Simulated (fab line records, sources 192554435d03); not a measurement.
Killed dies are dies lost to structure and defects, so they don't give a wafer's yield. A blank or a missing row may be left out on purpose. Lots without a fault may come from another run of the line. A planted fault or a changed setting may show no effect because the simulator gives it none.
A struck lot beside a sound one | flow n5_finfet | 16 steps out of a route of 1938
Sound: wafers L305.3, L305.4, L305.6. Struck: wafer L299.2. (L299.5 of the same lot was not struck and is left out.) The cause comes at the end.
At each step with rows: each side's tool, then ch and its chambers, then its first start. Under that, the readings that differ: sound wafers | struck wafers | difference of the means | sigmas: that difference in standard deviations of wafers without a fault.
alike: readings whose means differ by less than 2 such deviations, and words and numbers that are the same on both sides. not compared: withheld readings, readings that some wafer has no value for, bounds like >300 that may hide the same value, and numbers for which the record gives no deviation and whose values overlap.
The two part at a step that has a row with sigmas, a row that says differs or no value, or rows on one side only. Numbers that don't overlap but have no deviation are shown without sigmas and don't part them. A reading that every wafer of one side lacks parts them only if that side has two wafers or more.

first, 8 steps without rows for these wafers: N5_BEOL_M2_COAT_68 (time 60 s, resist thk 12 nm); N5_BEOL_M2_COAT_76 (time 60 s, resist thk 5 nm); N5_BEOL_M2_COAT_22 (resist thk 30 nm); N5_BEOL_M2_EBR_24; N5_BEOL_M2_SOFTBAKE_23 (time 60 s); N5_BEOL_M2_EXPOSE_25 (exposes mask V1, defocus 5 nm); N5_BEOL_M2_PEB_26 (peb time 60 s); N5_BEOL_M2_DEVELOP_27 (develop time 30 s).
N5_BEOL_M2_CD_MEAS_28: target cd 26.2 nm, target cd y 24.1 nm.
  sound on cd_sem-02 ch 0, day 12 06:01; struck on cd_sem-03 ch 0, day 11 02:10
  alike: cd_nm
N5_BEOL_M2_OVL_MEAS_29:
  sound on overlay-02 ch 0, day 12 06:04; struck on overlay-01 ch 0, day 11 02:12
  alike: V1_OVL
N5_BEOL_M2_INSPECT_30: inspects for defects (brightfield).
  sound on defect_inspect-01, day 12 06:07; struck on defect_inspect-01, day 11 02:15
  alike: raw_defect_count
N5_BEOL_M2_DESCUM_33: chemistry O2, time 7 s.
  sound on rie_diel-06 ch 0,1,3, day 12 06:24; struck on rie_diel-05 ch 3, day 11 02:17
  reading      | sound             | struck | difference | sigmas
  rf_vpp_V (V) | 242.1 242.3 244.0 | 245.0  | +2.2       | +2
  alike: drypump_motor_current_A, oes_product_au, showerhead_plenum_p_Torr, throttle_valve_pct
  not compared: rf_hours_counter_h
N5_BEOL_M2_ETCH_77: etches underlayer in N2/H2, target depth 6.5 nm, time 5.2 s.
  sound on rie_diel-06 ch 0,1,3, day 12 06:26; struck on rie_diel-05 ch 3, day 11 02:19
  reading               | sound          | struck | difference | sigmas
  etch_rf_on_time_s (s) | 5.23 5.22 5.22 | 3.48   | -1.74      | -16
  oes_product_au (a.u.) | 0.70 0.61 0.71 | 0.91   | +0.24      | +3
  alike: drypump_motor_current_A, rf_vpp_V, showerhead_plenum_p_Torr, throttle_valve_pct
  not compared: rf_hours_counter_h
N5_BEOL_M2_ETCH_69: etches SiARC in CF4, target depth 15.6 nm, time 26 s.
  sound on rie_diel-06 ch 0,1,3, day 12 06:27; struck on rie_diel-05 ch 3, day 11 02:20
  alike: drypump_motor_current_A, etch_rf_on_time_s, oes_product_au, rf_vpp_V, showerhead_plenum_p_Torr, throttle_valve_pct
  not compared: rf_hours_counter_h
N5_BEOL_M4_RC_MEAS_101:
  sound on prober-02 ch 0, day 14 17:16; struck on prober-01 ch 0, day 12 21:08
  reading       | sound       | struck | difference | sigmas
  ION_N (uA/um) | 659 676 667 | 694    | +27        | +2
  alike: DIBL_N, DIBL_P, IOFF_N, IOFF_P, ION_P, SS_N, SS_P, VT_N, VT_P
-- the record jumps here: 5 days lie between the struck wafers' starts before and after (it left off in module BEOL_M4 and takes up again in module PASSIVATION, whose first step shown is number 1936 of the route) --
N5_PASSIVATION_PROBE_49:
  sound on prober-02, day 19 07:21; struck on prober-01, day 17 13:58
  reading                  | sound          | struck | difference | sigmas
  defect_limited_yield (%) | 91.9 86.4 90.5 | 92.7   | +3.1       | +2
  killed_at_M0_to_M3       | 29 44 43       | 14     | -25        | -2
  killed_dies              | 96 160 112     | 86     | -37        | -2
  sort_bin_5_function (%)  | 5.1 8.1 5.8    | 4.4    | -1.9       | -2
  sort_n_pass              | 1084 1020 1068 | 1094   | +37        | +2
  sort_yield_pct (%)       | 91.9 86.4 90.5 | 92.7   | +3.1       | +2
  alike: killed_at_M4_up, killed_at_contacts, killed_at_front_end, killed_at_other, killed_open, killed_short, sort_bin_6_memory, sort_bin_8_speed

WHERE THEY PART
First at N5_BEOL_M2_DESCUM_33; last, within this record, at N5_PASSIVATION_PROBE_49.

WHY: what the simulator had put in
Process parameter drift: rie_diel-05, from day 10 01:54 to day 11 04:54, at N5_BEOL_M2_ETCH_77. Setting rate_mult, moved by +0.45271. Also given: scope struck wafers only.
